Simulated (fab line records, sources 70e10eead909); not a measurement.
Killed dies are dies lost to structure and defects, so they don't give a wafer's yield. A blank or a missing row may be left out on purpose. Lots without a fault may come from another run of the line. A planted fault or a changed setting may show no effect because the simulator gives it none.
Problem report in the 8D (eight disciplines) form, filled by code | flow nand_harc | the parts of the form that need people (team, actions taken, sign-off) are left out

1. THE PROBLEM
killed_at_array at NHARC_END_SORT_01 reads a mean of 672 on 1 wafer of 1 lot; wafers without a fault read 27 with a standard deviation of 11. That is +59 standard deviations from the usual mean.
First seen on wafer L884.5, day 24 03:26, on prober-02. The record holds 3 wafers of 1 lot with a number at this step. Rule for "out", or "out of limits": more than 4 standard deviations from the usual mean. The other wafers with a number count as sound.

2. WHAT IT IS AND WHAT IT IS NOT
question                    | is                           | is not
which readings at this step | killed_at_array, killed_dies | killed_at_other, killed_at_periphery, killed_open, killed_short
which lots                  | L884                         | -
which wafers of those lots  | L884.5                       | L884.2, L884.3
read on which gauges        | prober-02                    | -
when                        | from day 24 03:26            | up to then (2 sound wafers)

3. SUSPECTS, AND WHAT RULES EACH OUT
Counting: a tool at a process step up to the reading stays a suspect if it ran every lot that is out. Sound lots after the first of them don't rule it out here, since some wafers of a struck lot are sound.
- the gauge at NHARC_END_SORT_01: ruled out. All the wafers that are out were read on prober-02, but those of them that NHARC_A_WL_FILL_ETCHBACK_16 has rows for are out there too, on other tools.
- ald_hk-02 at NHARC_A_WL_FILL_ALD_00 (deposits Al2O3, target thk 3 nm, pulse time 3 s, ald cycles 30): kept. It ran the lot that is out, L884 (day 19 03:50).
- plasma_asher-02 at NHARC_A_WL_FILL_STRIP_27 (strips in N2/H2, time 20 s): kept. It ran the lot that is out, L884 (day 19 11:35).
- rie_diel-02 at NHARC_A_WL_FILL_ETCHBACK_16 (etches the open film in C4F8/O2/Ar, target depth 88 nm, time 17.6 s): kept. It ran the lot that is out, L884 (day 19 22:01). Its own readings are out on those wafers: run_length_s.
- rie_diel-02 at NHARC_A_WL_FILL_STRIP_29 (strips in O2, time 20 s): kept. It ran the lot that is out, L884 (day 19 22:06).
- Within ald_hk-02 at NHARC_A_WL_FILL_ALD_00: the wafers that are out ran in chamber 3; their sound lot-mates ran in chambers 0, 2.
- Within plasma_asher-02 at NHARC_A_WL_FILL_STRIP_27: the wafers that are out ran in chamber 1; their sound lot-mates ran in chamber 0.
- Within rie_diel-02 at NHARC_A_WL_FILL_ETCHBACK_16: the wafers that are out ran in chamber 2; their sound lot-mates ran in chambers 0, 3.
- Within rie_diel-02 at NHARC_A_WL_FILL_STRIP_29: the wafers that are out ran in chamber 2; their sound lot-mates ran in chambers 0, 3.
Left after counting: ald_hk-02 at NHARC_A_WL_FILL_ALD_00, plasma_asher-02 at NHARC_A_WL_FILL_STRIP_27, rie_diel-02 at NHARC_A_WL_FILL_ETCHBACK_16, rie_diel-02 at NHARC_A_WL_FILL_STRIP_29.

4. THE CAUSE (what the simulator had put in)
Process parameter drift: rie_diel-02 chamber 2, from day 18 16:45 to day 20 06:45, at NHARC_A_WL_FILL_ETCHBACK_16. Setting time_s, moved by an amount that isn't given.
Counting left 4 suspects, and this tool is among them.

5. THE CHAIN OF EFFECTS, in route order
Each row: a reading whose mean over the struck wafers that have a number lies more than 3 standard deviations from the usual. Only readings for which the record gives a usual standard deviation are gone through. hours: the time from each lot's start at the first step in this table that gives one to its start at this step, as a median over the lots. sigmas: the change in usual standard deviations.
hours | step                        | reading         | usual  | on struck wafers | change | sigmas
0     | NHARC_A_WL_FILL_ETCHBACK_16 | run_length_s    | 38.8 s | 28.0             | -10.8  | -23
101   | NHARC_END_SORT_01           | killed_at_array | 27     | 672              | +645   | +59
101   | NHARC_END_SORT_01           | killed_dies     | 32     | 677              | +645   | +59
The process steps in it:
- NHARC_A_WL_FILL_ETCHBACK_16: etches the open film in C4F8/O2/Ar, target depth 88 nm, time 17.6 s.
Readings that are blank on the struck wafers while sound wafers have them: bias_w at NHARC_A_WL_FILL_ETCHBACK_16.

6. WHAT WOULD HAVE CAUGHT IT SOONER
In this record the first reading out of limits at a measuring or inspecting step was taken at day 24 03:26, 131 hours after the fault began at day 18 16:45.
The tool's own readings at NHARC_A_WL_FILL_ETCHBACK_16 were out on every struck wafer that the step has a row for (run_length_s): an alarm limit on them would have fired on the first of those.
All the lots that are out (1) had begun NHARC_A_WL_FILL_ETCHBACK_16 on rie_diel-02 by day 24 03:26. A hold on the tool at that time would have spared none of them.
